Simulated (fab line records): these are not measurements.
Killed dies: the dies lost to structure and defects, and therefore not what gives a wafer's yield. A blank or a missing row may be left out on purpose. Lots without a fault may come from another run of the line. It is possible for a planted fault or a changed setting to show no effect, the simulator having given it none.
Matching of chambers    flow n5 finfet    N5_MIM_BOT_ETCH_STRIP_01 on rie diel-01 has 4 sister chambers
The step strips in O2. 4 wafers are shown with their chamber, then 12 later ones without.

## EACH WAFER AND ITS CHAMBER
wafer   chamber  showerhead plenum p Torr (Torr)
L083.3  1        2.15
L088.5  2        2.25
L090.5  0        2.13
L090.6  3        2.10

## WAFERS WHOSE CHAMBER IS MISSING
wafer   showerhead plenum p Torr (Torr)
L092.1  2.13
L092.2  2.14
L092.5  2.10
L091.2  2.25
L091.5  2.12
L091.6  2.10
L097.1  2.09
L097.3  2.25
L097.6  2.14
L096.2  2.25
L096.3  2.09
L096.4  2.13

## CHAMBER TAKEN BY EACH
wafer    from the rows above       in truth
L092.1   0                         0
L092.2   can't be placed: 1 or 0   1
L092.5   3                         3
L091.2   2                         2
L091.5   can't be placed: 0 or 3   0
L091.6   3                         3
L097.1   3                         3
L097.3   2                         2
L097.6   can't be placed: 1 or 0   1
L096.2   2                         2
L096.3   3                         3
L096.4   0                         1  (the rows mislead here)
Placed correctly: 8 of 12. Cannot be placed on the basis of these rows: 3; the candidates contain the true chamber in 3. Placed wrongly: 1.
How it was worked out, from the rows above alone: a wafer's distance from a chamber is the root of the sum, over the readings, of the square of ((its reading less the chamber's mean) divided by the reading's scatter). If the next closest chamber is less than 2 further off than the closest, the wafer can't be placed; otherwise it belongs to the closest. A chamber's mean is the mean of its shown wafers. The scatter: with one shown wafer a chamber, the root of the mean of the squares of how far each hidden wafer lies from its nearest shown one.
